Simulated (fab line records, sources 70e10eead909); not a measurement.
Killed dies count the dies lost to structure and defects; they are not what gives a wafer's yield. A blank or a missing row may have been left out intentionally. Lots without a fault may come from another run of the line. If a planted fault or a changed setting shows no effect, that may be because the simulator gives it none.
Matching of chambers | flow nandHarc | 4 sister chambers for NHARC_P_STI_ETCH_15 on rieSi-02
The step etches the open film in HBr/Cl2, target depth 300 nm, time 100.1 s. 4 wafers are shown with their chamber, then 8 later ones without.

== WAFERS WITH THEIR CHAMBER ==
wafer  | chamber | drypumpMotorCurrentA (A)
L882.5 | 2       | 6.2
L884.2 | 3       | 5.5
L884.4 | 0       | 4.8
L885.3 | 1       | 6.6

== WAFERS WITH NO CHAMBER GIVEN ==
wafer  | drypumpMotorCurrentA (A)
L885.5 | 6.6
L885.6 | 6.2
L886.2 | 6.2
L886.3 | 6.5
L886.6 | 4.8
L888.2 | 6.5
L888.3 | 5.5
L888.6 | 5.5

== EACH ONE'S CHAMBER ==
wafer  | from the rows above | in truth
L885.5 | 1                   | 1
L885.6 | 2                   | 2
L886.2 | 2                   | 2
L886.3 | 1                   | 1
L886.6 | 0                   | 0
L888.2 | 1                   | 1
L888.3 | 3                   | 3
L888.6 | 3                   | 3
Correct placement for 8 of the 8. Not placeable from these rows: 0. Number placed wrongly: 0.
How it was worked out, from the rows above alone: a wafer's distance from a chamber is the root of the sum, over the readings, of the square of ((its reading less the chamber's mean) divided by the reading's scatter). If the next closest chamber is less than 2 further off than the closest, the wafer can't be placed; otherwise it belongs to the closest. A chamber's mean is the mean of its shown wafers. The scatter: root of mean squared gap, hidden wafer to nearest shown wafer, with one shown wafer a chamber.
